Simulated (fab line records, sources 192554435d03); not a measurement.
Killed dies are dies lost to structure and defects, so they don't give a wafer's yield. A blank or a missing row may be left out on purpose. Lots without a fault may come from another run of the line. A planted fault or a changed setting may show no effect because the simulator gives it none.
Chamber matching | flow n5_finfet | N5_BEOL_M0_SAQP_PECVD_97 on pecvd-03: 3 sister chambers
The step deposits SiNx from SiH4/NH3/N2, target thk 23 nm, time 19.9 s. 3 wafers are shown with their chamber, then 10 later ones without.

WAFERS WITH THEIR CHAMBER
wafer  | chamber | throttle_valve_pct (%)
L089.3 | 0       | 44.5
L091.1 | 2       | 38.8
L091.3 | 1       | 41.5

WAFERS WITHOUT THEIR CHAMBER
wafer  | throttle_valve_pct (%)
L091.6 | 44.6
L092.2 | 38.6
L092.5 | 38.8
L092.6 | 44.9
L094.1 | 44.7
L094.2 | 39.0
L094.3 | 41.2
L097.1 | 38.4
L097.3 | 41.4
L097.6 | 44.4

WHICH CHAMBER EACH WENT THROUGH
wafer  | from the rows above | in truth
L091.6 | 0                   | 0
L092.2 | 2                   | 2
L092.5 | 2                   | 2
L092.6 | 0                   | 0
L094.1 | 0                   | 0
L094.2 | 2                   | 2
L094.3 | 1                   | 1
L097.1 | 2                   | 2
L097.3 | 1                   | 1
L097.6 | 0                   | 0
Placed correctly: 10 of 10. Can't be placed from these rows: 0. Placed wrongly: 0.
How it was worked out, from the rows above alone: a wafer's distance from a chamber is the root of the sum, over the readings, of the square of ((its reading less the chamber's mean) divided by the reading's scatter). The wafer belongs to the nearest chamber; if the next one is less than 2 further off, it can't be placed. A chamber's mean is the mean of its shown wafers. The scatter: with one shown wafer a chamber, the root of the mean of the squares of how far each hidden wafer lies from its nearest shown one.
